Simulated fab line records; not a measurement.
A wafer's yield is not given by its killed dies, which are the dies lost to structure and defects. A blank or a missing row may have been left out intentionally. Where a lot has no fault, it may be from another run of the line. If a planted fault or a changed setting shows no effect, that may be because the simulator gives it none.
Struck lot and sound lot, side by side / flow n5 finfet / 38 steps out of a route of 1938
Sound: these wafers, L726.1, L726.2, L726.5. Struck: wafer L744.3 (L744.1, L744.6, from the same lot, were not struck and are left out); the cause is given at the end.
Order at every step that has rows: each side's tool, ch and its chambers, its first start. Under that, the readings that differ: sound wafers / struck wafers / difference of the means / sigmas: that difference in standard deviations of wafers without a fault.
alike: readings whose means differ by less than 2 such deviations, and words and numbers that are the same on both sides. not compared: withheld readings, readings that some wafer has no value for, bounds like >300 that may hide the same value, and numbers for which the record gives no deviation and whose values overlap.
Wherever a step has rows on one side only, a row that says differs or no value, or a row with sigmas, the two part there. Non-overlapping numbers with no deviation appear without sigmas and do not part them. A reading missing from all wafers of one side parts the sides only when that side holds two or more wafers.

first, 9 steps without rows for these wafers: N5_BEOL_M9_DESCUM_33 (chemistry O2, time 7 s); N5_BEOL_M9_ETCH_76 (etches underlayer in N2/H2, target depth 6.5 nm, time 5.2 s); N5_BEOL_M9_ETCH_65 (etches SiARC in CF4, target depth 15.6 nm, time 26 s); N5_BEOL_M9_ETCH_66 (etches SOC in N2/H2, target depth 80 nm, overetch 16 nm, time 120 s); N5_BEOL_M9_STRIP_69 (strips in N2/H2); N5_BEOL_M9_STRIP_77 (strips in N2/H2); N5_BEOL_M9_VIA_ETCH_34 (etches SiCOH lowk in C4F6/O2, target depth 182.4 nm, time 68.4 s); N5_BEOL_M9_STRIP_73 (strips in C4F6/O2); N5_BEOL_M9_STRIP_36 (strips in N2/H2).
N5_BEOL_M9_TRENCH_ETCH_37: etches SiCOH lowk in C4F6/O2, target depth 151.43 nm, time 49 s.
  sound on rie diel-04 ch 0,1,3, day 9 12:03; struck on rie diel-01 ch 3, day 14 12:13
reading=bias w (W); sound=184.9 186.4 184.4; struck=138.7; difference=-46.5; sigmas=-83
reading=rf vpp V (V); sound=670 672 675; struck=526; difference=-146; sigmas=-13
reading=model.etch.depth nm (nm); sound=150.9 152.4 154.9; struck=133.7; difference=-19.0; sigmas=
reading=model.BEOL_M9.feature depth nm (nm); sound=151 152.4 155; struck=133.8; difference=-19.0; sigmas=
reading=model.TiN_of_BEOL_M9_HM_DEP_02.thk nm (nm); sound=15.8 15.4 15.6; struck=16.4; difference=+0.8; sigmas=
  alike: drypump motor current A, oes product au, showerhead plenum p Torr, throttle valve pct
  not compared: rf hours counter h
then, 2 steps without rows for these wafers: N5_BEOL_M9_ETCH_41 (etches SiCN in CH3F/O2, target depth 36.6 nm, time 70.1 s); N5_BEOL_M9_STRIP_80 (strips in N2/H2, time 10 s).
N5_BEOL_M9_OCD_MEAS_38:
  sound on ocd-01, day 9 12:14; struck on ocd-01, day 14 12:23
reading=trench depth nm (nm); sound=151 153 154; struck=134; difference=-19; sigmas=-6
then, 13 steps without rows for these wafers: N5_BEOL_M9_HM_STRIP_39 (strips TiN in peroxide tin strip, target depth 25 nm, time 158 s); N5_BEOL_M9_SRD_40 (time 30 s); N5_BEOL_M9_PRECLEAN_42 (cleans in residue remover, time 60 s); N5_BEOL_M9_SRD_43 (time 30 s); N5_BEOL_M9_CURE_72 (cures SiCOH lowk, time 120 s); N5_BEOL_M9_DEGAS_44 (time 60 s); N5_BEOL_M9_PRE_CLEAN_45 (time 30 s); N5_BEOL_M9_ALD_74 (deposits TaN, target thk 2 nm, pulse time 2 s, purge time 3 s); N5_BEOL_M9_SURFACE_TREAT_79; N5_BEOL_M9_CVD_78 (deposits Co from CCTBA/H2, target thk 2 nm, time 138.9 s); N5_BEOL_M9_SPUTTER_48 (material Cu, target thk 12 nm, time 2 s); N5_BEOL_M9_ECD_50 (material Cu, target thk 318 nm); N5_BEOL_M9_ANNEAL_51 (time 90 s).
N5_BEOL_M9_CMP_52: polishes, stops on SiCOH lowk, t overpolish 7 s, target thk 140 nm.
  sound on cmp-03 ch 0,2,3, day 9 14:21; struck on cmp-03 ch 0, day 14 14:30
reading=model.Cu_of_BEOL_M9_ECD_50.thk nm (nm); sound=141.2 140.8 143; struck=121.4; difference=-20.3; sigmas=
  alike: barrier field endpoint s, motor current A, overpolish run s, time to endpoint s
N5_BEOL_M9_THK_MEAS_53: measures by xrf.
  sound on film metro-02, day 9 14:39; struck on film metro-01, day 14 14:47
reading=M9_THK (nm); sound=136 136 137; struck=117; difference=-19; sigmas=-6
then, 2 steps without rows for these wafers: N5_BEOL_M9_PRE_CLEAN_55 (time 15 s); N5_BEOL_M9_DEP_56 (deposits SiCN from 3MS/NH3, target thk 15 nm, time 26.5 s).
N5_BEOL_M9_RS_MEAS_57: a four-point-probe measurement.
  sound on film metro-01, day 9 14:47; struck on film metro-02, day 14 14:56
reading=M9_RS (ohm/sq); sound=0.150 0.150 0.148; struck=0.177; difference=+0.028; sigmas=+7
then, 5 steps without rows for these wafers: N5_BEOL_M10_ILD_DEP_00 (deposits SiCOH lowk from DEMS/porogen, target thk 308.51 nm, time 58 s); N5_BEOL_M10_CURE_71 (cures SiCOH lowk, time 240 s); N5_BEOL_M10_PECVD_70 (deposits SiO2 from TEOS/O2, target thk 20 nm, time 22.7 s); N5_BEOL_M10_HM_DEP_02 (deposits TiN, target thk 20 nm); N5_BEOL_M10_COAT_59 (time 60 s, resist thk 100 nm).
N5_BEOL_M15_RC_MEAS_101:
  sound on prober-02 ch 0, day 11 04:04; struck on prober-01 ch 0, day 16 02:25
reading=COMB_M9 (S/m); sound=1e-11 1.6e-11 1e-11; struck=2e-11; difference=+8e-12; sigmas=+2
reading=SERP_M13 (ohm/um); sound=0.320 0.324 0.311; struck=0.300; difference=-0.018; sigmas=-2
reading=SERP_M9 (ohm/um); sound=2.99 3.10 2.98; struck=3.57; difference=+0.55; sigmas=+6
reading=SERP_M9_max_site (ohm/um); sound=3.06 3.17 3.03; struck=3.72; difference=+0.63; sigmas=+7
  alike: COMB_M10, COMB_M11, COMB_M12, COMB_M13, COMB_M14, COMB_M15, COMB_M5, COMB_M6, COMB_M7, COMB_M8, SERP_M10, SERP_M11, SERP_M12, SERP_M14, SERP_M5, SERP_M6, SERP_M7, SERP_M8
after that, 1 step had no rows for these wafers: N5_PASSIVATION_PROBE_49.

## WHERE THEY PART
At N5_BEOL_M9_TRENCH_ETCH_37 first; at N5_BEOL_M15_RC_MEAS_101 last (within this record only).

WHY: what the simulator had put in
rie diel-01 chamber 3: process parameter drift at N5_BEOL_M9_TRENCH_ETCH_37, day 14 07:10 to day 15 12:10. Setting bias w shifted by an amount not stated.
